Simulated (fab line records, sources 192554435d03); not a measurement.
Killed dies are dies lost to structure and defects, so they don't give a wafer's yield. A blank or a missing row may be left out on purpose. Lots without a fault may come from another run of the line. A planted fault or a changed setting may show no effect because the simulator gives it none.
One fault seen from 2 desks | flow n5_finfet | each desk has only its own numbers; what lay behind them comes last

THE TOOL OWNER'S DESK: rie_diel-06
The tool's own readings at N5_BEOL_M5_ETCH_67 (etches SiARC in CF4, target depth 15.6 nm, time 26 s): means of the sampled wafers that have a number, for each lot that ran on this tool. A lot is out of limits, marked OUT, if its mean lies more than 4 standard deviations from the usual mean; the brackets give that distance.
Columns: A = bias_w at N5_BEOL_M5_ETCH_67, usual 35.99 W; B = drypump_motor_current_A at N5_BEOL_M5_ETCH_67, usual 5.8 A; C = etch_rf_on_time_s at N5_BEOL_M5_ETCH_67, usual 26.1 s; D = oes_product_au at N5_BEOL_M5_ETCH_67, usual 0.67 a.u.; E = rf_vpp_V at N5_BEOL_M5_ETCH_67, usual 184.0 V; F = showerhead_plenum_p_Torr at N5_BEOL_M5_ETCH_67, usual 2.13 Torr; G = throttle_valve_pct at N5_BEOL_M5_ETCH_67, usual 15.68 %
lot  | first seen here | A     | B   | C              | D    | E     | F    | G
L518 | day 8 16:20     | 35.93 | 6.1 | 26.0           | 0.71 | 184.2 | 2.16 | 15.59
L523 | day 10 08:25    | 36.13 | 6.1 | 22.1 (-11) OUT | 0.87 | 183.5 | 2.15 | 15.45
L533 | day 12 19:35    | 36.03 | 5.9 | 25.9           | 0.70 | 183.4 | 2.08 | 15.46
L536 | day 13 13:25    | 35.95 | 6.2 | 25.8           | 0.70 | 184.9 | 2.19 | 15.47
This desk's finding: out of limits on L523; first on L523, day 10 08:25 (etch_rf_on_time_s at N5_BEOL_M5_ETCH_67). In limits: L518, L533, L536.

THE METROLOGY DESK
What the gauges read, lot by lot, whatever tool the lot ran on: means of the sampled wafers that have a number. A lot is out of limits, marked OUT, if its mean lies more than 4 standard deviations from the usual mean; the brackets give that distance.
Columns: A = cd_nm at N5_BEOL_M5_CD_MEAS_35, usual 28.0 nm
lot  | first seen here | A
L516 | day 8 07:28     | 27.9
L515 | day 8 07:43     | 28.3
L518 | day 8 16:51     | 28.5
L523 | day 10 08:56    | 28.0
L532 | day 12 06:31    | 27.8
L530 | day 12 09:06    | 27.3
L533 | day 12 20:07    | 28.0
L535 | day 13 04:45    | 27.8
L536 | day 13 13:56    | 28.2
L537 | day 13 14:09    | 28.0
This desk's finding: nothing out of limits on any of the 10 lots.

PUT TOGETHER
The tool owner's desk could have raised an alarm at day 10 08:25, on L523.
The metrology desk saw nothing out of limits.
The metrology desk has L523 on record, within its limits.
Of the lots named, all ran N5_BEOL_M5_ETCH_67 on rie_diel-06.

WHAT THE SIMULATOR HAD PUT IN
Process parameter drift: rie_diel-06, from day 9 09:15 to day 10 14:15, at N5_BEOL_M5_ETCH_67. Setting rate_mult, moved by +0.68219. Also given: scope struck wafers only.
Lots struck among those shown: L523.
Hours from the fault's start to each desk's first reading out of limits: the tool owner's desk, 23.
